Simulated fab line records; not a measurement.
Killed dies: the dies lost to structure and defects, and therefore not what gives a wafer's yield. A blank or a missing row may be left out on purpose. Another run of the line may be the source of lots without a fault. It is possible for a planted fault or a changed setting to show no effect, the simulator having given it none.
Which of the tools did it? :: flow n5-finfet :: 36 wafers from 12 lots sampled at 2 of the route's 1938 steps

WHAT EACH GAUGE READ, for each wafer
N5_BEOL_M5_INSPECT_13: inspects for defects (brightfield).
lot: L077
measured: day 8 07:26
on: defect-inspect-02
raw-defect-count: 371 480 326

lot: L076
measured: day 8 12:26
on: defect-inspect-02
raw-defect-count: 506 492 471

lot: L080
measured: day 9 11:40
on: defect-inspect-02
raw-defect-count: 475 452 455

lot: L081
measured: day 9 19:06
on: defect-inspect-01
raw-defect-count: 401 497 629

lot: L083
measured: day 9 21:52
on: defect-inspect-02
raw-defect-count: 473 504 549

lot: L085
measured: day 10 21:17
on: defect-inspect-01
raw-defect-count: 292 383 323

lot: L087
measured: day 11 11:33
on: defect-inspect-02
raw-defect-count: 448 421 352

lot: L090
measured: day 11 19:20
on: defect-inspect-01
raw-defect-count: 452 372 338

lot: L091
measured: day 12 08:26
on: defect-inspect-02
raw-defect-count: 371 300 477

lot: L093
measured: day 12 19:44
on: defect-inspect-01
raw-defect-count: 445 417 418

lot: L095
measured: day 13 04:16
on: defect-inspect-02
raw-defect-count: 388 476 461

lot: L097
measured: day 13 21:10
on: defect-inspect-01
raw-defect-count: 300 338 327

WHAT TOOL EACH LOT RAN ON (gives the tool, then ch and the chambers of the sampled wafers, and finally the start)
lot: L077
N5_BEOL_M4_PRE_CLEAN_45: pvd-sputter-02, day 8 01:36

lot: L076
N5_BEOL_M4_PRE_CLEAN_45: pvd-sputter-03, day 8 06:31

lot: L080
N5_BEOL_M4_PRE_CLEAN_45: pvd-sputter-03, day 9 06:11

lot: L081
N5_BEOL_M4_PRE_CLEAN_45: pvd-sputter-03, day 9 09:54

lot: L083
N5_BEOL_M4_PRE_CLEAN_45: pvd-sputter-03, day 9 14:32

lot: L085
N5_BEOL_M4_PRE_CLEAN_45: pvd-sputter-03, day 10 14:19

lot: L087
N5_BEOL_M4_PRE_CLEAN_45: pvd-sputter-02, day 11 03:04

lot: L090
N5_BEOL_M4_PRE_CLEAN_45: pvd-sputter-02, day 11 12:16

lot: L091
N5_BEOL_M4_PRE_CLEAN_45: pvd-sputter-02, day 12 00:53

lot: L093
N5_BEOL_M4_PRE_CLEAN_45: pvd-sputter-02, day 12 13:36

lot: L095
N5_BEOL_M4_PRE_CLEAN_45: pvd-sputter-03, day 12 21:43

lot: L097
N5_BEOL_M4_PRE_CLEAN_45: pvd-sputter-03, day 13 14:52
- N5_BEOL_M4_PRE_CLEAN_45: time 30 s.

THE ANSWER, worked out from the rows above alone
Rule: what is usual is taken from the lots themselves. The widest of any qualifying gaps counts: lots, ordered by their means at a reading, are off when they make up no more than a third of the lots, leave a main group of 4 or more, and stand apart from it by 3 or more times the standard deviation of that group's means. A main group whose means are all the same, to the digits that the tables above print for the reading, isn't used. A lot without any number at a reading at which 4 lots or more have one is off too. The other lots that the step has rows for count as sound.
Across all readings shown, no lot is off: no conclusion can be drawn from this.

WHAT THE SIMULATOR HAD PUT IN
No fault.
